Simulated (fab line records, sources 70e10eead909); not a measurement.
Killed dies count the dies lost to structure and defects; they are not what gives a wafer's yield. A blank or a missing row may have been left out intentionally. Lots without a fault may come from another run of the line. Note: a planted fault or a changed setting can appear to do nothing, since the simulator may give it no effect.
Matching of chambers | flow nand_harc | ald_hk-02 running NHARC_A_WL_FILL_ALD_10: 3 sister chambers
The step deposits SiO2, target thk 50 nm, pulse time 10 s, ald cycles 500. 3 wafers are shown with their chamber, then 8 later ones without.

EACH WAFER AND ITS CHAMBER
wafer  | chamber | heater_power_w (W)
L088.5 | 3       | 499
L089.1 | 1       | 458
L089.2 | 0       | 459

WAFERS MISSING THEIR CHAMBER
wafer  | heater_power_w (W)
L089.5 | 507
L092.3 | 445
L092.2 | 506
L092.6 | 443
L095.2 | 491
L095.5 | 475
L097.3 | 482
L097.5 | 462

WHICH CHAMBER EACH ONE RAN IN
wafer  | from the rows above          | in truth
L089.5 | 3                            | 3
L092.3 | can't be placed: 1 or 0      | 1
L092.2 | 3                            | 3
L092.6 | can't be placed: 1 or 0      | 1
L095.2 | 3                            | 3
L095.5 | can't be placed: 0 or 1 or 3 | 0
L097.3 | can't be placed: 3 or 0 or 1 | 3
L097.5 | can't be placed: 0 or 1      | 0
Correctly placed: 3 of 8. Can't be placed from these rows: 5 (the true chamber is among the candidates in 5). 0 placed wrongly.
How it was worked out, from the rows above alone: a wafer's distance from a chamber is the root of the sum, over the readings, of the square of ((its reading less the chamber's mean) divided by the reading's scatter). The wafer belongs to the nearest chamber; if the next one is less than 2 further off, it can't be placed. For every chamber, the mean is computed from those of its wafers that are shown. The scatter: root of mean squared gap, hidden wafer to nearest shown wafer, with one shown wafer a chamber.
